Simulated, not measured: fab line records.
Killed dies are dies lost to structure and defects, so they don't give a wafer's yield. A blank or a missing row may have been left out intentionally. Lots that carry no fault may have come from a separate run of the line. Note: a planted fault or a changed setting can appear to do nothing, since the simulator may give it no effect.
Chamber matching | flow n5_finfet | 4 sister chambers for N5_BEOL_M9_STRIP_36 on rie_diel-02
The step strips in N2/H2. 18 wafers are shown with their chamber, then 9 later ones without.

== WAFERS WITH THEIR CHAMBER ==
wafer  | chamber | throttle_valve_pct (%) | drypump_motor_current_A (A) | showerhead_plenum_p_Torr (Torr)
L077.1 | 3       | 23.8                   | 5.5                         | 2.64
L077.4 | 1       | 24.4                   | 5.7                         | 2.72
L077.6 | 2       | 23.1                   | 5.0                         | 2.70
L078.1 | 1       | 24.4                   | 5.7                         | 2.71
L078.3 | 2       | 23.1                   | 5.0                         | 2.70
L078.6 | 0       | 23.7                   | 5.2                         | 2.62
L080.1 | 1       | 24.4                   | 5.6                         | 2.71
L080.2 | 3       | 23.8                   | 5.5                         | 2.64
L080.4 | 2       | 23.1                   | 5.0                         | 2.70
L083.1 | 3       | 23.8                   | 5.5                         | 2.63
L083.2 | 1       | 24.4                   | 5.7                         | 2.71
L083.4 | 2       | 23.1                   | 5.0                         | 2.69
L088.1 | 2       | 23.1                   | 5.0                         | 2.69
L088.2 | 3       | 23.8                   | 5.5                         | 2.63
L088.5 | 2       | 23.1                   | 5.0                         | 2.69
L090.1 | 2       | 23.1                   | 5.0                         | 2.69
L090.3 | 3       | 23.9                   | 5.5                         | 2.63
L090.5 | 1       | 24.4                   | 5.6                         | 2.71

SIGNATURES (averages over the wafers above)
reading                  | chamber 0 | chamber 1 | chamber 2 | chamber 3 | scatter within a chamber
throttle_valve_pct       | 23.700    | 24.400    | 23.100    | 23.820    | 0.0239
drypump_motor_current_A  | 5.200     | 5.660     | 5.000     | 5.500     | 0.0293
showerhead_plenum_p_Torr | 2.6200    | 2.7120    | 2.6943    | 2.6340    | 0.00515
Rule: a wafer lies at a distance from a chamber equal to the root of the sum of squares, over the readings, of (its reading less the chamber's mean, divided by the reading's scatter). If the next closest chamber is less than 2 further off than the closest, the wafer can't be placed; otherwise it belongs to the closest. The scatter is the square root of a quotient: the sum, over the shown wafers, of each reading's squared deviation from its chamber's mean, divided by wafers minus chambers.

== WAFERS WITHOUT THEIR CHAMBER ==
wafer  | throttle_valve_pct (%) | drypump_motor_current_A (A) | showerhead_plenum_p_Torr (Torr)
L094.2 | 24.4                   | 5.7                         | 2.70
L094.5 | 23.7                   | 5.2                         | 2.61
L094.6 | 24.4                   | 5.6                         | 2.70
L092.1 | 23.8                   | 5.5                         | 2.63
L092.2 | 23.1                   | 5.0                         | 2.69
L092.5 | 24.5                   | 5.6                         | 2.70
L093.2 | 23.7                   | 5.2                         | 2.61
L093.4 | 23.7                   | 5.2                         | 2.61
L093.6 | 24.5                   | 5.6                         | 2.70

== CHAMBER TAKEN BY EACH ==
wafer  | from the rows above | in truth
L094.2 | 1                   | 1
L094.5 | 0                   | 0
L094.6 | 1                   | 1
L092.1 | 3                   | 3
L092.2 | 2                   | 2
L092.5 | 1                   | 1
L093.2 | 0                   | 0
L093.4 | 0                   | 0
L093.6 | 1                   | 1
9 of 9 placed correctly. Number that these rows cannot place: 0. Wrongly placed: 0.
